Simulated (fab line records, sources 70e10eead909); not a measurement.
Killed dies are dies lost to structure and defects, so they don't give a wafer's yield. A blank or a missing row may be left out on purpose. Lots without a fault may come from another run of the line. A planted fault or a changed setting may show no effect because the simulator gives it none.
Chamber matching | flow nand_harc | NHARC_P_GATE_STRIP_101 on rie_diel-06: 4 sister chambers
The step strips in O2, time 20 s. 20 wafers are shown with their chamber, then 10 later ones without.

WAFERS WITH THEIR CHAMBER
wafer  | chamber | drypump_motor_current_A (A) | oes_product_au (a.u.) | throttle_valve_pct (%)
L074.3 | 0       | 5.4                         | 0.999                 | 17.044
L074.5 | 3       | 5.5                         | 0.994                 | 17.041
L074.6 | 2       | 5.0                         | 1.004                 | 17.030
L075.2 | 0       | 5.4                         | 0.991                 | 17.030
L075.5 | 1       | 6.4                         | 0.988                 | 17.038
L075.6 | 2       | 5.0                         | 1.007                 | 17.037
L080.1 | 2       | 5.0                         | 0.999                 | 17.032
L080.2 | 0       | 5.5                         | 1.013                 | 17.047
L080.3 | 1       | 6.4                         | 1.000                 | 17.024
L081.1 | 2       | 5.0                         | 1.006                 | 17.034
L081.3 | 0       | 5.5                         | 1.005                 | 17.036
L081.6 | 3       | 5.5                         | 1.006                 | 17.038
L083.2 | 1       | 6.5                         | 0.991                 | 17.032
L083.4 | 3       | 5.5                         | 0.990                 | 17.035
L083.5 | 2       | 5.0                         | 0.997                 | 17.033
L085.2 | 0       | 5.5                         | 0.999                 | 17.040
L085.3 | 1       | 6.4                         | 0.982                 | 17.043
L085.4 | 3       | 5.5                         | 1.007                 | 17.044
L087.1 | 0       | 5.4                         | 0.994                 | 17.036
L087.2 | 1       | 6.5                         | 0.986                 | 17.034

SIGNATURES (means of the wafers above)
reading                 | chamber 0 | chamber 1 | chamber 2 | chamber 3 | scatter within a chamber
drypump_motor_current_A | 5.450     | 6.440     | 5.000     | 5.500     | 0.0411
oes_product_au          | 1.00017   | 0.98940   | 1.00260   | 0.99925   | 0.00704
throttle_valve_pct      | 17.03883  | 17.03420  | 17.03320  | 17.03950  | 0.00537
Rule: a wafer's distance from a chamber is the root of the sum, over the readings, of the square of ((its reading less the chamber's mean) divided by the reading's scatter). The wafer belongs to the nearest chamber; if the next one is less than 2 further off, it can't be placed. The scatter: the root of (the sum of the squares of (reading less its chamber's mean) over the shown wafers, divided by (wafers less chambers)).

WAFERS WITHOUT THEIR CHAMBER
wafer  | drypump_motor_current_A (A) | oes_product_au (a.u.) | throttle_valve_pct (%)
L087.3 | 5.5                         | 0.988                 | 17.032
L089.1 | 5.0                         | 0.993                 | 17.040
L089.2 | 5.5                         | 1.004                 | 17.038
L089.5 | 5.4                         | 0.996                 | 17.040
L088.1 | 5.0                         | 0.995                 | 17.031
L088.2 | 5.5                         | 1.001                 | 17.040
L088.3 | 6.4                         | 0.989                 | 17.038
L093.2 | 6.4                         | 0.995                 | 17.031
L093.3 | 5.4                         | 1.006                 | 17.030
L093.5 | 5.5                         | 0.995                 | 17.049

WHICH CHAMBER EACH WENT THROUGH
wafer  | from the rows above     | in truth
L087.3 | can't be placed: 3 or 0 | 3
L089.1 | 2                       | 2
L089.2 | can't be placed: 3 or 0 | 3
L089.5 | can't be placed: 0 or 3 | 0
L088.1 | 2                       | 2
L088.2 | can't be placed: 3 or 0 | 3
L088.3 | 1                       | 1
L093.2 | 1                       | 1
L093.3 | can't be placed: 0 or 3 | 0
L093.5 | can't be placed: 3 or 0 | 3
Placed correctly: 4 of 10. Can't be placed from these rows: 6 (the true chamber is among the candidates in 6). Placed wrongly: 0.
